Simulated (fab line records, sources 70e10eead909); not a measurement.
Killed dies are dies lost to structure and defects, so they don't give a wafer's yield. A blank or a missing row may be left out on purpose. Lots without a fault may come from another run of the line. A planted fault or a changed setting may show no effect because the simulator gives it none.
Chamber matching | flow nand_harc | NHARC_A_CHANNEL_FILL_D2_ALD_16 on ald_hk-03: 4 sister chambers
The step deposits SiO2, target thk 1.5 nm, pulse time 10 s, ald cycles 15. 4 wafers are shown with their chamber, then 9 later ones without.

WAFERS WITH THEIR CHAMBER
wafer  | chamber | heater_power_w (W)
L087.2 | 2       | 473
L088.1 | 0       | 479
L088.3 | 3       | 430
L088.4 | 1       | 502

WAFERS WITHOUT THEIR CHAMBER
wafer  | heater_power_w (W)
L090.1 | 484
L090.4 | 471
L090.6 | 416
L094.2 | 424
L094.5 | 477
L094.6 | 428
L097.2 | 417
L097.5 | 492
L097.6 | 473

WHICH CHAMBER EACH WENT THROUGH
wafer  | from the rows above          | in truth
L090.1 | can't be placed: 0 or 2 or 1 | 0
L090.4 | can't be placed: 2 or 0      | 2
L090.6 | 3                            | 3
L094.2 | 3                            | 3
L094.5 | can't be placed: 0 or 2      | 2
L094.6 | 3                            | 3
L097.2 | 3                            | 3
L097.5 | can't be placed: 1 or 0 or 2 | 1
L097.6 | can't be placed: 2 or 0      | 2
Placed correctly: 4 of 9. Can't be placed from these rows: 5 (the true chamber is among the candidates in 5). Placed wrongly: 0.
How it was worked out, from the rows above alone: a wafer's distance from a chamber is the root of the sum, over the readings, of the square of ((its reading less the chamber's mean) divided by the reading's scatter). The wafer belongs to the nearest chamber; if the next one is less than 2 further off, it can't be placed. A chamber's mean is the mean of its shown wafers. The scatter: with one shown wafer a chamber, the root of the mean of the squares of how far each hidden wafer lies from its nearest shown one.
